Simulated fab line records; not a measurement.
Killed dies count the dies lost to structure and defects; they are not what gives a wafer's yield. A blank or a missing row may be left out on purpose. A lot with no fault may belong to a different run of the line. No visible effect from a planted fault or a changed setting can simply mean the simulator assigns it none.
Problem report in the 8D (eight disciplines) form, filled by code :: flow n5 finfet :: the parts of the form that need people (team, actions taken, sign-off) are left out

## 1. PROBLEM STATEMENT
At N5_BEOL_M0_SAQP_COAT_34, spin speed rpm averages 1670.6 rpm over 6 wafers from 2 lots, while fault-free wafers read 1499.9 rpm, standard deviation 1. So: +99 or more standard deviations from the usual mean.
The step: resist thk 30 nm.
First seen on wafer L740.1, day 9 12:43, on litho track-02. Wafers with a number at this step in the record: 18, from 6 lots. By rule, "out" or "out of limits" means more than 4 standard deviations away from the usual mean. All remaining wafers that have a number are taken as sound.

## 2. WHAT IT IS, AND WHAT IT ISN'T
question: which readings at this step
is: spin speed rpm
is not: chill plate temp C

question: which lots
is: L740, L744
is not: L732, L738, L746, L748

question: which wafers of those lots
is: all that have a number
is not: -

question: read on which tools
is: litho track-02
is not: litho track-05

question: when
is: from day 9 12:43
is not: up to then (6 sound wafers); but 6 sound wafers of L746, L748 came after

## 3. THE SUSPECTS, EACH WITH WHAT RULES IT OUT
Counting: a tool at a process step up to the reading stays a suspect if it ran every lot that is out and no sound lot after the first of them.
- litho track-02 at N5_BEOL_M0_SAQP_COAT_34 (resist thk 30 nm): kept. It processed each lot that is out, first L740 at day 9 12:43, and no sound lot thereafter; up to then, the last sound lot it processed was L738 at day 8 22:22. Its own readings are out on those wafers: spin speed rpm.
Left after counting: litho track-02 at N5_BEOL_M0_SAQP_COAT_34.

## 4. THE CAUSE (what the simulator had put in)
Process parameters drifting: litho track-02 at N5_BEOL_M0_SAQP_COAT_34, beginning at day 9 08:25. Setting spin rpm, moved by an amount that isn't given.
After counting, this tool was the only one left.

## 5. THE CHAIN OF EFFECTS, in route order
One row per reading whose mean, taken over the struck wafers that have a number, lies over 3 standard deviations from the usual. Only readings for which the record gives a usual standard deviation are gone through. hours: the time from each lot's start at the first step in this table that gives one to its start at this step, as a median over the lots. sigmas: the change in usual standard deviations.
hours: 0
step: N5_BEOL_M0_SAQP_COAT_34
reading: spin speed rpm
usual: 1499.9 rpm
on struck wafers: 1670.6
change: +170.7
sigmas: +99 or more
Here are the process steps it includes:
- N5_BEOL_M0_SAQP_COAT_34: resist thk 30 nm.
Later steps that measure or inspect, where all struck wafers having a row at the step show a number for every such reading and not one has moved that far: N5_BEOL_M0_SAQP_CD_MEAS_40, N5_BEOL_M0_SAQP_OVL_MEAS_41, N5_BEOL_M0_SAQP_INSPECT_42.

## 6. WHAT WOULD HAVE CAUGHT IT SOONER
4 hours passed between the start of the fault at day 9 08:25 and the first reading out of limits in this record, taken at day 9 12:43.
